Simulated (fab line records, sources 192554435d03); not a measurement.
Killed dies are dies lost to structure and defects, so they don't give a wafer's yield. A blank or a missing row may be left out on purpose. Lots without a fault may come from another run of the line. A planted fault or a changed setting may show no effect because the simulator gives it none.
Chamber matching | flow n5_finfet | N5_BEOL_M11_ETCH_66 on rie_diel-03: 4 sister chambers
The step etches SOC in N2/H2, target depth 120 nm, overetch 24 nm, time 180 s. 16 wafers are shown with their chamber, then 8 later ones without.

WAFERS WITH THEIR CHAMBER
wafer  | chamber | drypump_motor_current_A (A) | showerhead_plenum_p_Torr (Torr) | throttle_valve_pct (%)
L077.3 | 2       | 6.3                         | 2.69                            | 17.84
L077.5 | 2       | 6.2                         | 2.69                            | 17.83
L077.6 | 1       | 5.8                         | 2.59                            | 17.91
L083.2 | 2       | 6.2                         | 2.69                            | 17.86
L083.3 | 0       | 6.2                         | 2.54                            | 17.48
L083.4 | 3       | 5.2                         | 2.70                            | 17.89
L078.2 | 2       | 6.3                         | 2.69                            | 17.87
L078.4 | 3       | 5.2                         | 2.69                            | 17.90
L078.6 | 0       | 6.2                         | 2.54                            | 17.49
L085.1 | 1       | 5.8                         | 2.58                            | 17.92
L085.2 | 3       | 5.2                         | 2.69                            | 17.90
L085.3 | 2       | 6.3                         | 2.69                            | 17.87
L086.3 | 2       | 6.3                         | 2.69                            | 17.86
L086.4 | 0       | 6.2                         | 2.54                            | 17.50
L086.5 | 0       | 6.2                         | 2.54                            | 17.47
L091.1 | 2       | 6.2                         | 2.68                            | 17.89

SIGNATURES (means of the wafers above)
reading                  | chamber 0 | chamber 1 | chamber 2 | chamber 3 | scatter within a chamber
drypump_motor_current_A  | 6.200     | 5.800     | 6.257     | 5.200     | 0.0378
showerhead_plenum_p_Torr | 2.5400    | 2.5850    | 2.6886    | 2.6933    | 0.00411
throttle_valve_pct       | 17.4850   | 17.9150   | 17.8600   | 17.8967   | 0.0159
Rule: a wafer's distance from a chamber is the root of the sum, over the readings, of the square of ((its reading less the chamber's mean) divided by the reading's scatter). The wafer belongs to the nearest chamber; if the next one is less than 2 further off, it can't be placed. The scatter: the root of (the sum of the squares of (reading less its chamber's mean) over the shown wafers, divided by (wafers less chambers)).

WAFERS WITHOUT THEIR CHAMBER
wafer  | drypump_motor_current_A (A) | showerhead_plenum_p_Torr (Torr) | throttle_valve_pct (%)
L091.2 | 5.7                         | 2.58                            | 17.93
L091.4 | 6.2                         | 2.53                            | 17.49
L092.1 | 6.2                         | 2.53                            | 17.51
L092.4 | 5.2                         | 2.68                            | 17.93
L092.6 | 6.3                         | 2.68                            | 17.93
L095.2 | 6.3                         | 2.67                            | 17.94
L095.3 | 5.8                         | 2.57                            | 17.96
L095.5 | 6.2                         | 2.52                            | 17.56

WHICH CHAMBER EACH WENT THROUGH
wafer  | from the rows above | in truth
L091.2 | 1                   | 1
L091.4 | 0                   | 0
L092.1 | 0                   | 0
L092.4 | 3                   | 3
L092.6 | 2                   | 2
L095.2 | 2                   | 2
L095.3 | 1                   | 1
L095.5 | 0                   | 0
Placed correctly: 8 of 8. Can't be placed from these rows: 0. Placed wrongly: 0.
